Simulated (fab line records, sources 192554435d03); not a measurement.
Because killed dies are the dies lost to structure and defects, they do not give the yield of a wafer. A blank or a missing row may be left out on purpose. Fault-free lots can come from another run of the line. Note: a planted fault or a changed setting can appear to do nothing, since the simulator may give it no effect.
Problem report in the 8D (eight disciplines) form, filled by code | flow n5-finfet | the parts of the form that need people (team, actions taken, sign-off) are left out

## 1. THE PROBLEM
At N5_HKMG_FIN_COAT_85, spin-speed-rpm averages 1185.9 rpm over 6 wafers from 2 lots, while fault-free wafers read 1500.0 rpm, standard deviation 0.9. That is -99 or more standard deviations from the usual mean.
The step: time 60 s, resist thk 300 nm.
Seen first at day 7 23:28 on litho-track-03, wafer L850.3. Wafers with a number at this step in the record: 18, from 6 lots. By rule, "out" or "out of limits" means more than 4 standard deviations away from the usual mean. Any other wafer with a number is counted as sound.

## 2. WHAT IT IS AND WHAT IT IS NOT
question                    | is                     | is not
which readings at this step | spin-speed-rpm         | heater-power-total-W
which lots                  | L850, L852             | L841, L842, L851, L855
which wafers of those lots  | all that have a number | -
read on which tools         | litho-track-03         | litho-track-02, litho-track-05
when                        | from day 7 23:28       | up to then (6 sound wafers); but 6 sound wafers of L851, L855 came after

## 3. WHAT RULES OUT EACH SUSPECT
Counting: a tool at a process step up to the reading stays a suspect if it ran every lot that is out and no sound lot after the first of them.
- litho-track-03 at N5_HKMG_FIN_COAT_85 (time 60 s, resist thk 300 nm): kept. Every lot that is out went through it, starting with L850 (day 7 23:28), and after that it ran no sound lot; the last sound lot it ran before then is L842 (day 6 00:32). On those wafers its own readings are out: spin-speed-rpm.
Remaining after the count: litho-track-03 at N5_HKMG_FIN_COAT_85.

## 4. THE CAUSE (what the simulator had put in)
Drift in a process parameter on litho-track-03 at N5_HKMG_FIN_COAT_85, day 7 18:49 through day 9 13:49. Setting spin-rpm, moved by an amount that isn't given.
After counting, this tool was the only one left.

## 5. SEQUENCE OF EFFECTS, ordered by route
Each row: a reading whose mean over the struck wafers that have a number lies more than 3 standard deviations from the usual. Scope: only readings with a usual standard deviation given in the record; hours: median across lots of the time from each lot's start at the first step in this table that gives one to its start at this step; sigmas: change in usual standard deviations.
hours | step                | reading        | usual      | on struck wafers | change | sigmas
0     | N5_HKMG_FIN_COAT_85 | spin-speed-rpm | 1500.0 rpm | 1185.9           | -314.1 | -99 or more
Its process steps:
- N5_HKMG_FIN_COAT_85: time 60 s, resist thk 300 nm.
At these later measuring or inspecting steps, every struck wafer for which the step has a row has a number for every such reading, and none has moved that far: N5_BEOL_M4_RC_MEAS_101.

## 6. WHAT WOULD HAVE CAUGHT IT SOONER
First out-of-limits reading in this record: day 7 23:28, which is 5 hours after fault onset at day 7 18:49.
